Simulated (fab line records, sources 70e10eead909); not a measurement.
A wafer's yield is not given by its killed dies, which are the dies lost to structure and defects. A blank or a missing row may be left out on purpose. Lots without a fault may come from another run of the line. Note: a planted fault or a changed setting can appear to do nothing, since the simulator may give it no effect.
Which tool did it? -- flow nand_harc -- 9 lots with 27 wafers sampled at 4 steps, on a route of 1159 steps

WHAT THE GAUGES SHOWED, per wafer
NHARC_A_CONTACT_OVL_MEAS_09.
lot,measured,on,overlay_x_nm (nm)
L077,day 17 05:51,overlay-02,0.2 0.2 -0.1
L076,day 18 01:35,overlay-01,-0.2 0.4 0.3
L080,day 18 15:44,overlay-01,-1.0 -1.0 -0.7
L082,day 19 03:40,overlay-01,-1.1 -1.5 -1.4
L084,day 19 07:46,overlay-01,0.5 0.1 0.3
L086,day 20 01:53,overlay-02,-1.3 -1.0 -1.1
L093,day 20 21:44,overlay-01,0.6 0.3 0.2
L091,day 21 05:47,overlay-02,-0.9 -0.4 -0.4
L096,day 22 03:48,overlay-02,-0.5 0.1 0.5

WHAT TOOL EACH LOT RAN ON (gives the tool, then ch and the chambers of the sampled wafers, and finally the start)
lot,NHARC_A_CONTACT_ETCH_117,NHARC_A_CONTACT_DESCUM_74,NHARC_A_CONTACT_ETCH_75
L077,"har_cap_etch-02 ch 0,1, day 16 16:30","rie_diel-03 ch 2,3, day 16 22:10","rie_diel-03 ch 0,1,3, day 16 22:14"
L076,"har_cap_etch-01 ch 0, day 17 10:50","rie_diel-12 ch 0,1,3, day 17 17:02","rie_diel-12 ch 1,3, day 17 17:23"
L080,"har_cap_etch-03 ch 0,1, day 18 00:11","rie_diel-11 ch 1,2,3, day 18 06:18","rie_diel-11 ch 0,2,3, day 18 06:23"
L082,"har_cap_etch-03 ch 0,1, day 18 15:58","rie_diel-11 ch 0,3, day 18 21:10","rie_diel-11 ch 0,3, day 18 21:16"
L084,"har_cap_etch-03 ch 0,1, day 18 20:24","rie_diel-03 ch 0,1,2, day 19 01:22","rie_diel-03 ch 0,2,3, day 19 01:28"
L086,"har_cap_etch-01 ch 0,1, day 19 14:20","rie_diel-12 ch 0,1,3, day 19 19:35","rie_diel-12 ch 0,1, day 19 19:40"
L093,"har_cap_etch-03 ch 0,1, day 20 08:03","rie_diel-11 ch 2,3, day 20 14:07","rie_diel-11 ch 0,1,2, day 20 14:13"
L091,"har_cap_etch-03 ch 0,1, day 20 13:49","rie_diel-03 ch 0,1, day 20 20:47","rie_diel-03 ch 0,3, day 20 20:53"
L096,"har_cap_etch-02 ch 0,1, day 21 14:37","rie_diel-12 ch 0,2,3, day 21 20:34","rie_diel-12 ch 1,2, day 21 20:38"
- NHARC_A_CONTACT_ETCH_117: etches the open film in C4F8/O2/Ar, time 94 s, target depth 922 nm.
- NHARC_A_CONTACT_DESCUM_74: chemistry O2, time 3 s.
- NHARC_A_CONTACT_ETCH_75: etches the open film in CF4, target depth 39 nm, time 65 s.

THE ANSWER, worked out from the rows above alone
Rule: what is usual is taken from the lots themselves. The widest of any qualifying gaps counts: lots, ordered by their means at a reading, are off when they make up no more than a third of the lots, leave a main group of 4 or more, and stand apart from it by 3 or more times the standard deviation of that group's means. The tables above print the reading to a certain number of digits; a main group whose means all agree to those digits is not used. A lot without any number at a reading at which 4 lots or more have one is off too. All remaining lots with rows at the step are treated as sound.
No lot is off at any reading shown: from this, nothing can be told.

WHAT HAD BEEN PUT IN BY THE SIMULATOR
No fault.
